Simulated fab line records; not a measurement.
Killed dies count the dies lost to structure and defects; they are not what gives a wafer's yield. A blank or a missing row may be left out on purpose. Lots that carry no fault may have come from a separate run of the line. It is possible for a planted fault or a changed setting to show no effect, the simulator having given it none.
Chamber matching -- flow nandHarc -- NHARC_P_GATE_DESCUM_93 on rieDiel-08: 4 sister chambers
The step chemistry O2, time 3 s. 8 wafers are shown with their chamber, then 12 later ones without.

== EACH WAFER AND ITS CHAMBER ==
wafer,chamber,showerheadPlenumPTorr (Torr),drypumpMotorCurrentA (A)
L084.4,0,1.83,5.3
L084.6,1,2.03,5.2
L087.2,1,2.03,5.2
L087.4,3,1.89,6.5
L087.5,2,1.87,5.0
L088.1,0,1.83,5.3
L088.3,2,1.86,4.9
L088.5,3,1.89,6.5

== WAFERS WITH NO CHAMBER GIVEN ==
wafer,showerheadPlenumPTorr (Torr),drypumpMotorCurrentA (A)
L092.1,1.86,5.0
L092.4,1.83,5.3
L092.6,1.86,5.0
L093.1,1.83,5.3
L093.2,2.03,5.2
L093.6,1.86,4.9
L095.3,1.86,4.9
L095.5,1.86,4.9
L095.6,1.89,6.5
L096.2,1.89,6.5
L096.3,2.03,5.2
L096.5,1.86,5.0

== WHICH CHAMBER EACH ONE RAN IN ==
wafer,from the rows above,in truth
L092.1,2,2
L092.4,0,0
L092.6,2,2
L093.1,0,0
L093.2,1,1
L093.6,2,2
L095.3,2,2
L095.5,2,2
L095.6,3,3
L096.2,3,3
L096.3,1,1
L096.5,2,2
12 of 12 placed correctly. Not placeable from these rows: 0. 0 placed wrongly.
How it was worked out, from the rows above alone: a wafer's distance from a chamber is the root of the sum, over the readings, of the square of ((its reading less the chamber's mean) divided by the reading's scatter). The wafer belongs to the nearest chamber; if the next one is less than 2 further off, it can't be placed. A chamber's mean is the mean of its shown wafers. How the scatter is found: for the shown wafers, subtract from each reading the mean of its chamber, square and add these, divide the total by (wafers less chambers), then take the root.
